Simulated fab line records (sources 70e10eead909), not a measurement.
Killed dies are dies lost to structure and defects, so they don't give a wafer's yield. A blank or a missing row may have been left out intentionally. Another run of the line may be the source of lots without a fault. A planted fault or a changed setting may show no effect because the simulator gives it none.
The tool behind it: which one? + flow nand-harc + 12 lots, 36 wafers sampled, at 4 steps of a route of 1302

== WHAT THE GAUGES READ, wafer by wafer ==
NHARC_A_CONTACT_CD_MEAS_69: target cd 300 nm.
| lot  | measured     | on        | cd-nm (nm)        |
|------|--------------|-----------|-------------------|
| L075 | day 22 06:35 | cd-sem-01 | 300.1 299.7 299.4 |
| L077 | day 23 03:32 | cd-sem-03 | 300.3 300.3 300.6 |
| L079 | day 24 02:37 | cd-sem-02 | 298.9 299.9 300.3 |
| L083 | day 25 02:25 | cd-sem-02 | 300.8 301.1 299.9 |
| L082 | day 25 03:20 | cd-sem-02 | 299.6 300.4 300.2 |
| L085 | day 25 20:41 | cd-sem-01 | 299.9 298.7 299.7 |
| L086 | day 27 04:38 | cd-sem-03 | 300.2 299.5 300.2 |
| L088 | day 27 21:47 | cd-sem-01 | 300.1 298.7 300.4 |
| L091 | day 29 01:23 | cd-sem-03 | 300.2 300.1 299.9 |
| L092 | day 29 19:56 | cd-sem-03 | 300.6 299.4 300.6 |
| L094 | day 30 10:52 | cd-sem-01 | 300.6 299.4 300.5 |
| L097 | day 31 15:46 | cd-sem-03 | 300.3 300.4 299.7 |

== WHAT TOOL EACH LOT RAN ON (gives the tool, then ch and the chambers of the sampled wafers, and finally the start) ==
| lot  | NHARC_A_CONTACT_ETCH_50                       | NHARC_A_CONTACT_ETCH_116             | NHARC_A_CONTACT_ETCH_119             |
|------|-----------------------------------------------|--------------------------------------|--------------------------------------|
| L075 | rie-diel-01 ch 0,1,3, day 21 19:06 or earlier | har-cap-etch-02 ch 0,1, day 21 19:06 | har-cap-etch-02 ch 0,1, day 21 19:37 |
| L077 | rie-diel-01 ch 1,2, day 22 20:08 or earlier   | har-cap-etch-03 ch 0,1, day 22 20:08 | har-cap-etch-03 ch 0,1, day 22 20:39 |
| L079 | rie-diel-01 ch 2,3, day 23 19:08 or earlier   | har-cap-etch-02 ch 0,1, day 23 19:08 | har-cap-etch-02 ch 0,1, day 23 19:39 |
| L083 | rie-diel-13 ch 0,2, day 24 14:18 or earlier   | har-cap-etch-01 ch 0,1, day 24 14:18 | har-cap-etch-01 ch 0,1, day 24 14:49 |
| L082 | rie-diel-03 ch 0,1, day 24 19:58 or earlier   | har-cap-etch-02 ch 0,1, day 24 19:58 | har-cap-etch-02 ch 0,1, day 24 20:28 |
| L085 | rie-diel-13 ch 1,2, day 25 13:15 or earlier   | har-cap-etch-01 ch 0,1, day 25 13:15 | har-cap-etch-01 ch 0,1, day 25 13:46 |
| L086 | rie-diel-03 ch 1,2,3, day 26 19:20 or earlier | har-cap-etch-03 ch 0,1, day 26 19:20 | har-cap-etch-03 ch 0,1, day 26 19:50 |
| L088 | rie-diel-01 ch 0,2,3, day 27 13:41 or earlier | har-cap-etch-01 ch 0,1, day 27 13:41 | har-cap-etch-01 ch 0,1, day 27 14:11 |
| L091 | rie-diel-03 ch 0,1,2, day 28 16:04 or earlier | har-cap-etch-03 ch 0,1, day 28 16:04 | har-cap-etch-03 ch 0,1, day 28 16:46 |
| L092 | rie-diel-13 ch 1,2, day 29 12:40 or earlier   | har-cap-etch-01 ch 0,1, day 29 12:40 | har-cap-etch-01 ch 0,1, day 29 13:11 |
| L094 | rie-diel-13 ch 0,1,3, day 30 03:20 or earlier | har-cap-etch-02 ch 0,1, day 30 03:20 | har-cap-etch-02 ch 0,1, day 30 03:51 |
| L097 | rie-diel-03 ch 1,2,3, day 31 04:45 or earlier | har-cap-etch-02 ch 0,1, day 31 04:45 | har-cap-etch-02 ch 0,1, day 31 05:16 |
- NHARC_A_CONTACT_ETCH_50: etches the open film in CF4/CHF3, target depth 121 nm, time 60.5 s.
- NHARC_A_CONTACT_ETCH_116: etches the open film in C4F8/O2/Ar, time 190 s, target depth 1850 nm.
- NHARC_A_CONTACT_ETCH_119: etches the open film in C4F8/O2/Ar, time 190 s, target depth 1850 nm.

== THE ANSWER, worked out from the rows above alone ==
Rule: the usual values come from the lots themselves. The widest of any qualifying gaps counts: lots, ordered by their means at a reading, are off when they make up no more than a third of the lots, leave a main group of 4 or more, and stand apart from it by 3 or more times the standard deviation of that group's means. A main group whose means are all the same, to the digits that the tables above print for the reading, isn't used. A lot without any number at a reading at which 4 lots or more have one is off too. Any other lot the step has rows for is counted as sound.
No lot is off at any reading shown: from this, nothing can be told.

== WHAT THE SIMULATOR PUT IN ==
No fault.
